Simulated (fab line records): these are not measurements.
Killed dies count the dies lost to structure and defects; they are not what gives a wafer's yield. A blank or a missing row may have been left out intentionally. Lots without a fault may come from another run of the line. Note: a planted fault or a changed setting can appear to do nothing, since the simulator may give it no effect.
Which tool did it?	flow nand harc	18 wafers from 6 lots sampled at 2 of the route's 1302 steps

== WHAT EACH GAUGE READ, for each wafer ==
NHARC_THIN_TSV_CD_MEAS_16.
lot	measured	on	cd nm (nm)
L954	day 24 02:53	cd sem-03	998.6 999.7 1000.4
L958	day 25 14:13	cd sem-03	996.1 997.6 996.1
L962	day 27 23:10	cd sem-03	996.9 996.7 998.4
L965	day 28 20:10	cd sem-01	1000.8 1003.6 1003.8
L968	day 30 09:51	cd sem-02	1001.2 999.2 1001.0
L971	day 31 11:34	cd sem-01	998.4 998.2 999.2

== WHICH TOOL RAN EACH LOT (tool, then ch and the chambers of the sampled wafers, then the start) ==
lot	NHARC_A_STAIRCASE_ALD_420
L954	ald hk-04 ch 0,2,3, day 17 20:20
L958	ald hk-01 ch 0,1,3, day 19 04:15
L962	ald hk-04 ch 1,2, day 21 12:07
L965	ald hk-02 ch 0,2,3, day 22 11:55
L968	ald hk-02 ch 0,1,2, day 23 22:31
L971	ald hk-02 ch 1,2,3, day 24 19:16
- NHARC_A_STAIRCASE_ALD_420: deposits SiO2, target thk 20 nm, pulse time 6 s, ald cycles 200.

== THE ANSWER, worked out from the rows above alone ==
Rule: the lots themselves supply what counts as usual. The widest of any qualifying gaps counts: lots, ordered by their means at a reading, are off when they make up no more than a third of the lots, leave a main group of 4 or more, and stand apart from it by 3 or more times the standard deviation of that group's means. A main group whose means are all the same, to the digits that the tables above print for the reading, isn't used. Also off: a lot with no number at a reading for which 4 or more lots have one. All remaining lots with rows at the step are treated as sound.
No lot is off on any of the readings shown, so nothing can be concluded from this.

== WHAT HAD BEEN PUT IN BY THE SIMULATOR ==
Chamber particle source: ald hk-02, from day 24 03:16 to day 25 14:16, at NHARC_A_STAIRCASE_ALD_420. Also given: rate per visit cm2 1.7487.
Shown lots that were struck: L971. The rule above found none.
